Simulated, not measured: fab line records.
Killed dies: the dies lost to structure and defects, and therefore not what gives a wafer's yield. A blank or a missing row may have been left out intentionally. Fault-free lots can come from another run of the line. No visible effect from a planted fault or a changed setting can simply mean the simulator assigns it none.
Chamber matching || flow nand harc || 4 sister chambers for NHARC_A_STAIRCASE_DESCUM_252 on rie diel-04
The step chemistry O2, time 3 s. 8 wafers are shown with their chamber, then 9 later ones without.

## WAFERS WITH THEIR CHAMBER
{"wafer": "L079.3", "chamber": 2, "showerhead plenum p Torr (Torr)": 1.79, "drypump motor current A (A)": 5.62}
{"wafer": "L083.2", "chamber": 1, "showerhead plenum p Torr (Torr)": 1.89, "drypump motor current A (A)": 5.93}
{"wafer": "L083.6", "chamber": 1, "showerhead plenum p Torr (Torr)": 1.89, "drypump motor current A (A)": 5.94}
{"wafer": "L088.4", "chamber": 2, "showerhead plenum p Torr (Torr)": 1.78, "drypump motor current A (A)": 5.64}
{"wafer": "L088.5", "chamber": 3, "showerhead plenum p Torr (Torr)": 1.92, "drypump motor current A (A)": 6.11}
{"wafer": "L091.2", "chamber": 3, "showerhead plenum p Torr (Torr)": 1.92, "drypump motor current A (A)": 6.14}
{"wafer": "L091.3", "chamber": 0, "showerhead plenum p Torr (Torr)": 2.06, "drypump motor current A (A)": 6.22}
{"wafer": "L091.6", "chamber": 0, "showerhead plenum p Torr (Torr)": 2.06, "drypump motor current A (A)": 6.18}

## WAFERS WITHOUT THEIR CHAMBER
{"wafer": "L093.3", "showerhead plenum p Torr (Torr)": 1.88, "drypump motor current A (A)": 5.95}
{"wafer": "L093.4", "showerhead plenum p Torr (Torr)": 2.06, "drypump motor current A (A)": 6.13}
{"wafer": "L093.5", "showerhead plenum p Torr (Torr)": 1.88, "drypump motor current A (A)": 5.95}
{"wafer": "L094.1", "showerhead plenum p Torr (Torr)": 1.87, "drypump motor current A (A)": 5.94}
{"wafer": "L094.2", "showerhead plenum p Torr (Torr)": 2.06, "drypump motor current A (A)": 6.20}
{"wafer": "L094.5", "showerhead plenum p Torr (Torr)": 2.05, "drypump motor current A (A)": 6.15}
{"wafer": "L095.2", "showerhead plenum p Torr (Torr)": 2.05, "drypump motor current A (A)": 6.19}
{"wafer": "L095.3", "showerhead plenum p Torr (Torr)": 1.87, "drypump motor current A (A)": 5.93}
{"wafer": "L095.5", "showerhead plenum p Torr (Torr)": 2.05, "drypump motor current A (A)": 6.18}

## WHICH CHAMBER EACH WENT THROUGH
{"wafer": "L093.3", "from the rows above": 1, "in truth": 1}
{"wafer": "L093.4", "from the rows above": 0, "in truth": 0}
{"wafer": "L093.5", "from the rows above": 1, "in truth": 1}
{"wafer": "L094.1", "from the rows above": 1, "in truth": 1}
{"wafer": "L094.2", "from the rows above": 0, "in truth": 0}
{"wafer": "L094.5", "from the rows above": 0, "in truth": 0}
{"wafer": "L095.2", "from the rows above": 0, "in truth": 0}
{"wafer": "L095.3", "from the rows above": 1, "in truth": 1}
{"wafer": "L095.5", "from the rows above": 0, "in truth": 0}
Placed correctly: 9 of 9. Left unplaced by these rows: 0. 0 placed wrongly.
How it was worked out, from the rows above alone: a wafer's distance from a chamber is the root of the sum, over the readings, of the square of ((its reading less the chamber's mean) divided by the reading's scatter). If the next closest chamber is less than 2 further off than the closest, the wafer can't be placed; otherwise it belongs to the closest. The mean given for a chamber averages the wafers shown for that chamber. How the scatter is found: for the shown wafers, subtract from each reading the mean of its chamber, square and add these, divide the total by (wafers less chambers), then take the root.
